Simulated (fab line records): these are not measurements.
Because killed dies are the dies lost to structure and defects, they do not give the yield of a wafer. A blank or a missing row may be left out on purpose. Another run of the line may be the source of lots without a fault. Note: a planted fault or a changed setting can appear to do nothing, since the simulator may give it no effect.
Comparing a struck lot with a sound one :: flow n5-finfet :: 39 out of 1938 route steps
Sound: these wafers, L965.1, L965.3, L965.5. Wafers L970.1, L970.2, L970.4 were the ones struck. The cause comes at the end.
Per side, at each step with rows, come the tool, then ch with its chambers, and then its first start. Under that, the readings that differ: sound wafers :: struck wafers :: difference of the means :: sigmas: that difference in standard deviations of wafers without a fault.
alike: same words and numbers on both sides, and readings whose means sit less than 2 such deviations apart. not compared: any withheld reading, any reading some wafer has no value for, any bound like >300 that may hide the same value, and any number with overlapping values for which the record gives no deviation.
Wherever a step has rows on one side only, a row that says differs or no value, or a row with sigmas, the two part there. Non-overlapping numbers with no deviation appear without sigmas and do not part them. A reading missing from all wafers of one side parts the sides only when that side holds two or more wafers.

first, 9 steps without rows for these wafers: N5_HKMG_FIN_DESCUM_17 (chemistry O2, time 7.9 s); N5_HKMG_FIN_ETCH_31 (etches SiARC in CF4, target depth 45.5 nm, time 75.8 s); N5_HKMG_FIN_ETCH_32 (etches SOC in N2/H2, target depth 240 nm, time 300 s); N5_HKMG_FIN_STRIP_33 (strips in N2/H2); N5_HKMG_FIN_STRIP_34 (strips in CF4); N5_HKMG_FIN_ETCH_35 (etches SOC in N2/H2, target depth 215.8 nm, time 243.4 s); N5_HKMG_FIN_STRIP_92 (strips SOC in N2/H2, time 20 s); N5_HKMG_FIN_WET_ETCH_18 (etches TiN in SC1, time 55 s, target depth 5.2 nm, rinse time 30 s); N5_HKMG_FIN_STRIP_19 (strips in N2/H2, time 360 s).
N5_HKMG_FIN_ALD_91: deposits TiN, target thk 1 nm, pulse time 1 s, purge time 3 s.
  sound on ald-metal-03 ch 1,2, day 4 19:11; struck on ald-metal-03 ch 0,1,2, day 5 23:32
reading: susceptor-temp-C (C)
sound: 399.52 399.83 399.88
struck: 372.28 372.43 372.05
difference: -27.49
sigmas: -99 or more
  alike: heater-power-outer-w, heater-power-w, precursor-pulse-height-rel
then, 27 steps without rows for these wafers: N5_HKMG_FIN_COAT_85 (time 60 s, resist thk 300 nm); N5_HKMG_FIN_ETCH_86 (etches SOC in N2/H2, stops on TiN, target depth 393.2 nm); N5_HKMG_FIN_STRIP_89 (strips SOC in N2/H2, time 20 s); N5_HKMG_FIN_WET_ETCH_87 (etches TiN in SC1, time 154.2 s, target depth 4.7 nm, rinse time 30 s); N5_HKMG_FIN_STRIP_88 (strips in N2/H2, time 360 s); N5_HKMG_FIN_NWFM_ALD_20 (deposits TiAlC, target thk 2 nm, pulse time 3 s, purge time 2 s); N5_HKMG_FIN_ALD_71 (deposits TiN, target thk 1 nm, pulse time 1 s, purge time 3 s); N5_HKMG_FIN_COAT_66 (time 60 s, resist thk 300 nm); N5_HKMG_FIN_ETCH_67 (etches SOC in N2/H2, stops on TiN, target depth 388.9 nm); N5_HKMG_FIN_STRIP_90 (strips SOC in N2/H2, time 20 s); N5_HKMG_FIN_WET_ETCH_73 (etches the open film in SC1, time 42.3 s, target depth 1.3 nm, rinse time 30 s); N5_HKMG_FIN_ETCHBACK_68 (etches the open film in Cl2/Ar, stops on HfO2, target depth 0.5 nm); N5_HKMG_FIN_STRIP_69 (strips in N2/H2, time 360 s); N5_HKMG_FIN_ALD_21 (deposits TiN, target thk 1.5 nm, pulse time 1 s, purge time 3 s); N5_HKMG_FIN_ALD_72 (deposits W, target thk 2 nm, pulse time 1 s, purge time 2 s); N5_HKMG_FIN_W_FILL_22 (material W, target thk 60 nm, time 18.2 s); N5_HKMG_FIN_PRECLEAN_83 (cleans in DIW, time 57.5 s); N5_HKMG_FIN_SRD_84 (dry time 32 s); N5_HKMG_FIN_CMP_23 (polishes, stops on SiNx, t overpolish 10 s, target thk 46.326 nm); N5_HKMG_FIN_CMP_94 (polishes, stops on SiNx, t overpolish 4.7 s, target thk 43.299 nm); N5_GATE_CUT_ETCHBACK_00 (etches W in SF6/Cl2); N5_GATE_CUT_ETCH_56 (etches TiN in Cl2/Ar, target depth 21.6 nm); N5_GATE_CUT_ETCHBACK_30 (etches TiN in Cl2/Ar, target depth 3 nm); N5_GATE_CUT_VAPOR_ETCH_60 (etches HfO2 in BCl3/Cl2); N5_GATE_CUT_ETCH_58 (etches SiNx in CH3F/O2, target depth 17 nm, time 128.6 s); N5_GATE_CUT_STRIP_59 (strips in N2/H2, time 20 s); N5_GATE_CUT_PRECLEAN_31 (cleans in DIW, time 300 s).
-- record jumps: 5 days separate the struck wafers' starts on either side; left off in module GATE_CUT, taken up again in module BEOL_M4, whose first shown step is the route's number 1111 --
N5_BEOL_M4_RC_MEAS_101:
  sound on prober-02 ch 0, day 10 02:13; struck on prober-01 ch 0, day 10 20:51
reading: DIBL_N (mV/V)
sound: 32.9 35.2 35.5
struck: 38.4 39.2 40.0
difference: +4.7
sigmas: +2

reading: DIBL_P (mV/V)
sound: 32.0 35.0 35.4
struck: 38.8 40.2 40.8
difference: +5.8
sigmas: +3

reading: IOFF_N (nA/um)
sound: 0.11 0.13 0.14
struck: 0.31 0.33 0.36
difference: +0.21
sigmas: +6

reading: IOFF_N_85C (nA/um)
sound: 2.3 2.7 2.9
struck: 5.4 5.8 6.2
difference: +3.2
sigmas: +6

reading: IOFF_N_LIN (nA/um)
sound: 0.055 0.063 0.067
struck: 0.136 0.150 0.153
difference: +0.085
sigmas: +7

reading: IOFF_N_LONG (nA/um)
sound: 5.46e-05 5.4e-05 5.48e-05
struck: 7.92e-05 8.02e-05 7.95e-05
difference: +2.52e-05
sigmas: +10

reading: ION_N (uA/um)
sound: 673 657 659
struck: 706 731 710
difference: +53
sigmas: +4

reading: SS_N (mV/dec)
sound: 70.0 70.7 70.8
struck: 72.8 71.9 73.2
difference: +2.1
sigmas: +3

reading: VT_N (mV)
sound: 252 253 251
struck: 233 233 232
difference: -19
sigmas: -6

reading: VT_N_LONG (mV)
sound: 275.9 277.0 273.8
struck: 261.4 261.2 260.9
difference: -14.4
sigmas: -7

reading: VT_N_LVT (mV)
sound: 103 101 101
struck: 80 79 79
difference: -22
sigmas: -6

reading: VT_P (mV)
sound: -248 -245 -247
struck: -255 -255 -252
difference: -7
sigmas: -2
  alike: IOFF_P, ION_P, SS_P
-- record jumps: 5 days separate the struck wafers' starts on either side; left off in module BEOL_M4, taken up again in module PASSIVATION, whose first shown step is the route's number 1936 --
N5_PASSIVATION_PROBE_49:
  sound: prober-01 at day 15 11:37; struck: prober-01 at day 15 20:47
reading: sort_bin_4_leakage (%)
sound: 0 0 0
struck: 0.25 1.36 3.31
difference: +1.64
sigmas: +99 or more
  alike: defect-limited-yield, killed_at_M0_to_M3, killed_at_M4_up, killed-at-contacts, killed-at-front-end, killed-at-other, killed-dies, killed-open, killed-short, sort_bin_5_function, sort_bin_6_memory, sort-n-pass, sort-yield-pct

## WHERE THEY PART
Earliest at N5_HKMG_FIN_ALD_91; latest, in this record, at N5_PASSIVATION_PROBE_49.

WHY: whatever the simulator had introduced
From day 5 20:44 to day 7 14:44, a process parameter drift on ald-metal-03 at N5_HKMG_FIN_ALD_91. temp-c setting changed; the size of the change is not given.
